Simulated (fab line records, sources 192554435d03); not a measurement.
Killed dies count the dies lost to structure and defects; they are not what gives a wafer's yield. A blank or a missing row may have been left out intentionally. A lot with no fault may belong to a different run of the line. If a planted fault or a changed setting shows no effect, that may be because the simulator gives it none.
Problem report, 8D (eight disciplines) form, completed by code || flow n5Finfet || the parts of the form that need people (team, actions taken, sign-off) are left out

== 1. WHAT IS WRONG ==
Mean of killed_at_M0_to_M3 at N5_PASSIVATION_PROBE_49: 149 across 6 wafers in 2 lots; on wafers with no fault it is 35 (standard deviation 12). That puts it +9.5 standard deviations away from the usual mean.
Earliest sighting: wafer L134.2 on prober-02 at day 16 05:04. The record holds 6 wafers of 2 lots with a number at this step. Rule for "out", or "out of limits": more than 4 standard deviations from the usual mean. Any other wafer with a number is counted as sound.

== 2. WHAT IT IS, AND WHAT IT ISN'T ==
{"question": "which readings at this step", "is": "killed_at_M0_to_M3", "is not": "killed_at_M4_up, killedAtContacts, killedAtFrontEnd, killedAtOther, killedOpen, killedShort, sort_bin_6_memory"}
{"question": "which lots", "is": "L134, L135", "is not": "-"}
{"question": "which wafers of those lots", "is": "all that have a number", "is not": "-"}
{"question": "read on which tools", "is": "prober-01, prober-02", "is not": "-"}
{"question": "when", "is": "from day 16 05:04", "is not": "up to then (0 sound wafers)"}

== 3. THE SUSPECTS, EACH WITH WHAT RULES IT OUT ==
Counting: a tool at a process step up to the reading stays a suspect if it ran every lot that is out and no sound lot after the first of them.
- pvdSputter-03 at N5_BEOL_M2_PRE_CLEAN_45 (time 30 s): kept. It ran every lot that is out, first L134 (day 10 00:53), and no sound lot after that.
- rieDiel-06 at N5_PASSIVATION_PASS_ETCH_47 (etches SiNx in CF4/O2, target depth 770 nm, time 385 s): kept. It ran every lot that is out, first L134 (day 16 02:01), and no sound lot after that.
After counting, pvdSputter-03 at N5_BEOL_M2_PRE_CLEAN_45 and rieDiel-06 at N5_PASSIVATION_PASS_ETCH_47 remain.

== 4. THE CAUSE (what the simulator had put in) ==
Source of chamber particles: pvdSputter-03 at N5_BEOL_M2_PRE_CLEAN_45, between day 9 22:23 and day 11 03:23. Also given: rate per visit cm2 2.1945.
Of the 2 suspects that counting leaves, this tool is one.

== 5. THE EFFECT CHAIN, in route order ==
Each row: a reading whose mean over the struck wafers that have a number lies more than 3 standard deviations from the usual. Readings are gone through only where the record gives a usual standard deviation; hours: the median, over the lots, of the time from a lot's start at the first step in this table giving one to that lot's start at this step; sigmas: the change measured in usual standard deviations.
{"hours": 0, "step": "N5_PASSIVATION_PROBE_49", "reading": "defectLimitedYield", "usual": "91.4 %", "on struck wafers": 82.3, "change": -9.1, "sigmas": -6.1}
{"hours": 0, "step": "N5_PASSIVATION_PROBE_49", "reading": "killed_at_M0_to_M3", "usual": 35, "on struck wafers": 149, "change": "+114", "sigmas": "+9.5"}
{"hours": 0, "step": "N5_PASSIVATION_PROBE_49", "reading": "killedDies", "usual": 101, "on struck wafers": 209, "change": "+108", "sigmas": "+6.0"}
{"hours": 0, "step": "N5_PASSIVATION_PROBE_49", "reading": "sort_bin_5_function", "usual": "5.0 %", "on struck wafers": 10.3, "change": "+5.3", "sigmas": "+5.3"}
{"hours": 0, "step": "N5_PASSIVATION_PROBE_49", "reading": "sortNPass", "usual": 1079, "on struck wafers": 970, "change": -108, "sigmas": -6.0}
{"hours": 0, "step": "N5_PASSIVATION_PROBE_49", "reading": "sortYieldPct", "usual": "91.4 %", "on struck wafers": 82.2, "change": -9.2, "sigmas": -6.1}
Process steps it contains:
- N5_PASSIVATION_PROBE_49

== 6. HOW IT WOULD HAVE BEEN CAUGHT EARLIER ==
In this record the first reading out of limits was taken at day 16 05:04, 151 hours after the fault began at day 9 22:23.
An alarm limit of 4 standard deviations would not have fired on the tool readings at N5_BEOL_M2_PRE_CLEAN_45 for which the record gives a usual standard deviation, since none of them was out on any struck wafer.
All the lots that are out (2) had begun N5_BEOL_M2_PRE_CLEAN_45 on pvdSputter-03 by day 16 05:04. Holding the tool at that point would not have protected any of them.
